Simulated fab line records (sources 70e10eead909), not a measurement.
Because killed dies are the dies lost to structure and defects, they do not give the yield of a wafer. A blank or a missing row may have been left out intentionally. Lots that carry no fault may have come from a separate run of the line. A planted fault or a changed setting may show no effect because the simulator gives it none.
A lot that was struck, set against a sound lot | flow nand_harc | 20 steps out of a route of 1159
Sound: wafers L419.1, L419.3, L419.6. The struck wafers were L426.1, L426.3, L426.6. The cause is given at the end.
Per side, at each step with rows, come the tool, then ch with its chambers, and then its first start. Under that, the readings that differ: sound wafers | struck wafers | difference of the means | sigmas: that difference in standard deviations of wafers without a fault.
alike: words and numbers the same on both sides, and readings whose means are apart by under 2 such deviations; not compared: readings that were withheld, readings missing a value for some wafer, numbers with overlapping values and no deviation given by the record, and bounds like >300 which may hide the same value.
The two part at a step that has a row with sigmas, a row that says differs or no value, or rows on one side only. Numbers that don't overlap but have no deviation are shown without sigmas and don't part them. A reading missing from all wafers of one side parts the sides only when that side holds two or more wafers.

NHARC_A_BLC_CMP_25: polishes, t overpolish 30 s, target thk 150 nm.
  sound on cmp-01 ch 1,2, day 18 05:19; struck on cmp-02 ch 0,3, day 19 20:27
  alike: edge_zone_pressure_frac, motor_current_A, overpolish_run_s, time_to_endpoint_s
after that, 1 step had no rows for these wafers: NHARC_A_BLC_SRD_27.
NHARC_A_BLC_INSPECT_28:
  sound on defect_inspect-02, day 18 05:43; struck on defect_inspect-01, day 19 20:50
  alike: raw_defect_count
then, 8 steps without rows for these wafers: NHARC_A_M0_DEP_00 (deposits SiOC, target thk 150 nm); NHARC_A_M0_DEHYDRATE_01 (time 120 s); NHARC_A_M0_HMDS_02 (time 30 s); NHARC_A_M0_COAT_33 (time 65 s); NHARC_A_M0_COAT_03 (resist thk 90 nm); NHARC_A_M0_SOFTBAKE_04 (time 55 s); NHARC_A_M0_EBR_05; NHARC_A_M0_EXPOSE_06 (exposes mask A M0, target cd 80 nm).
NHARC_A_M0_PEB_07: peb time 65 s.
  sound on litho_track-06 ch 0, day 18 06:32; struck on litho_track-06 ch 0, day 19 21:31
  reading                  | sound             | struck               | difference | sigmas
  heater_power_total_W (W) | 156.3 156.7 157.0 | 165.3 166.2 165.6    | +9.0       | +22
  plate_temp_C (C)         | 99.87 99.76 99.99 | 104.09 104.40 104.21 | +4.36      | +29
then, 1 step without rows for these wafers: NHARC_A_M0_DEVELOP_08 (develop time 35 s).
NHARC_A_M0_CD_MEAS_09: the cd target is 80 nm.
  sound on cd_sem-01 ch 0, day 18 06:37; struck on cd_sem-03 ch 0, day 19 21:36
  reading    | sound          | struck         | difference | sigmas
  cd_nm (nm) | 80.6 80.6 80.9 | 96.6 96.5 96.1 | +15.7      | +20
NHARC_A_M0_OVL_MEAS_10: pitch 160 nm.
  sound on overlay-01, day 18 06:42; struck on overlay-02, day 19 21:41
  alike: overlay_x_nm, overlay_y_nm
NHARC_A_M0_INSPECT_11:
  sound on defect_inspect-02, day 18 06:44; struck on defect_inspect-01, day 19 21:44
  alike: raw_defect_count
NHARC_A_M0_DESCUM_14: chemistry O2, time 3 s.
  sound on rie_diel-02 ch 0,3, day 18 06:49; struck on rie_diel-10 ch 1,2, day 19 21:48
  reading               | sound             | struck            | difference | sigmas
  model.A_M0.cd_nm (nm) | 81.24 81.15 81.61 | 96.59 96.15 96.23 | +14.99     |
  alike: drypump_motor_current_A, o2_flow_sccm, oes_product_au, rf_vpp_V, showerhead_plenum_p_Torr, throttle_valve_pct
  not compared: rf_hours_counter_h
NHARC_A_M0_ETCH_34: etches the open film in N2/H2, target depth 40 nm, overetch 12 nm, time 43.94 s.
  sound on rie_diel-02 ch 0,1, day 18 06:53; struck on rie_diel-10 ch 0,1,2, day 19 21:53
  alike: drypump_motor_current_A, oes_product_au, rf_vpp_V, showerhead_plenum_p_Torr, throttle_valve_pct
  not compared: rf_hours_counter_h
NHARC_A_M0_ETCH_15: etches the open film in C4F8/Ar, target depth 150 nm, overetch 15 nm, time 82.5 s.
  sound: rie_diel-02 ch 0,1; struck: rie_diel-10 ch 0,1
  reading               | sound             | struck           | difference | sigmas
  model.A_M0.cd_nm (nm) | 81.27 80.93 81.55 | 95.8 96.08 95.93 | +14.7      |
  alike: oes_product_au, rf_vpp_V
  not compared: rf_hours_counter_h
NHARC_A_M0_CD_MEAS_16:
  sound on cd_sem-02, day 18 07:06; struck on cd_sem-03, day 19 22:08
  reading    | sound          | struck         | difference | sigmas
  cd_nm (nm) | 81.2 81.3 81.4 | 96.1 96.2 96.0 | +14.8      | +15

WHERE THEY PART
At NHARC_A_M0_PEB_07 first; at NHARC_A_M0_CD_MEAS_16 last (within this record only).

WHY: the cause the simulator had injected
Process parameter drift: litho_track-06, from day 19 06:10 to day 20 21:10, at NHARC_A_M0_PEB_07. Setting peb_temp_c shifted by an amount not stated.
